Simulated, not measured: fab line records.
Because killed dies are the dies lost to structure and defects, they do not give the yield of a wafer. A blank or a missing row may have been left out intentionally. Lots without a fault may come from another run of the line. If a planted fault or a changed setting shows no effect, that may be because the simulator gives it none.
A lot that was struck, set against a sound lot | flow n5Finfet | 20 out of 1938 route steps
Sound: wafers L392.4, L392.5, L392.6. Wafers struck: L399.2, L399.4, L399.5. The cause is given at the end.
Order at every step that has rows: each side's tool, ch and its chambers, its first start. Under that, the readings that differ: sound wafers | struck wafers | difference of the means | sigmas: that difference in standard deviations of wafers without a fault.
alike: readings with means less than 2 such deviations apart, plus words and numbers identical on both sides. not compared: withheld readings, readings lacking a value on some wafer, bounds such as >300 that could conceal the same value, and numbers that have no deviation in the record and whose values overlap.
The two part at a step that has a row with sigmas, a row that says differs or no value, or rows on one side only. Non-overlapping numbers with no deviation appear without sigmas and do not part them. A reading missing from all wafers of one side parts the sides only when that side holds two or more wafers.

N5_BEOL_M3_RS_MEAS_58: measures by four-point-probe.
  sound: filmMetro-02 at day 10 15:40; struck: filmMetro-02 at day 12 16:05
  alike: M3_RS
N5_BEOL_M3_INSPECT_59: inspects for defects (darkfield).
  sound: defectInspect-02 at day 10 15:41; struck: defectInspect-02 at day 12 16:07
  alike: rawDefectCount
N5_BEOL_M4_ILD_DEP_00: deposits SiOC from DEMS/O2, target thk 79 nm, time 15.3 s.
  sound on pecvd-03 ch 0,1,2, day 10 15:44; struck on pecvd-01 ch 0,2, day 12 16:09
  alike: heaterPowerW, showerheadPlenumPTorr, showerheadVppV, susceptorTempC, throttleValvePct
N5_BEOL_M4_THK_MEAS_01:
  sound: filmMetro-02 at day 10 15:47; struck: filmMetro-02 at day 12 16:13
  alike: M4_ILD_THK
N5_BEOL_M4_PECVD_72: deposits SiO2 from TEOS/O2, target thk 16 nm, time 18 s.
  sound on pecvd-04 ch 0,2, day 10 15:50; struck on pecvd-03 ch 0,1, day 12 16:15
  alike: heaterPowerW, showerheadPlenumPTorr, showerheadVppV, susceptorTempC, throttleValvePct
N5_BEOL_M4_HM_DEP_02: deposits TiN, target thk 20 nm.
  sound: pvdSputter-03 at day 10 15:53; struck: pvdSputter-02 at day 12 17:08
  alike: susceptorTempC, throttleValvePct
then, 6 steps without rows for these wafers: N5_BEOL_M4_COAT_61 (time 60 s, resist thk 60 nm); N5_BEOL_M4_COAT_62 (time 60 s, resist thk 12 nm); N5_BEOL_M4_COAT_73 (time 60 s, resist thk 5 nm); N5_BEOL_M4_COAT_05 (resist thk 30 nm); N5_BEOL_M4_EBR_07; N5_BEOL_M4_SOFTBAKE_06 (time 60 s).
N5_BEOL_M4_EXPOSE_08: exposes mask M4.
  sound on euvScanner-02 ch 0, day 10 16:18; struck on euvScanner-02 ch 0, day 12 17:24
reading                       | sound       | struck      | difference | sigmas
model.BEOL_M4.overlayXNm (nm) | 0.2 0.2 0.2 | 3.6 3.6 3.6 | +3.4       | 
  alike: mask
then, 2 steps without rows for these wafers: N5_BEOL_M4_PEB_09 (peb time 60 s); N5_BEOL_M4_DEVELOP_10 (develop time 30 s).
N5_BEOL_M4_CD_MEAS_11: target cd 16.79 nm.
  sound on cdSem-03 ch 0, day 10 16:25; struck on cdSem-03 ch 0, day 12 17:32
  alike: cdNm
N5_BEOL_M4_OVL_MEAS_12:
  sound on overlay-02 ch 0, day 10 16:28; struck on overlay-02 ch 0, day 12 17:34
reading     | sound        | struck      | difference | sigmas
M4_OVL (nm) | 1.2 1.4 -0.1 | 3.7 3.4 2.9 | +2.5       | +4
N5_BEOL_M4_INSPECT_13: inspects for defects (brightfield).
  sound: defectInspect-02 at day 10 16:31; struck: defectInspect-01 at day 12 17:37
  alike: rawDefectCount
N5_BEOL_M4_RC_MEAS_101:
  sound on prober-02 ch 0, day 11 21:32; struck on prober-02 ch 0, day 13 16:05
reading       | sound          | struck         | difference | sigmas
DIBL_P (mV/V) | 40.7 39.5 43.7 | 37.9 35.1 32.2 | -6.2       | -3
  alike: DIBL_N, IOFF_N, IOFF_P, ION_N, ION_P, SS_N, SS_P, VT_N, VT_P
then, 1 step without rows for these wafers: N5_PASSIVATION_PROBE_49.

## WHERE THEY PART
First at N5_BEOL_M4_OVL_MEAS_12; last, within this record, at N5_BEOL_M4_RC_MEAS_101.

WHY: the cause the simulator had injected
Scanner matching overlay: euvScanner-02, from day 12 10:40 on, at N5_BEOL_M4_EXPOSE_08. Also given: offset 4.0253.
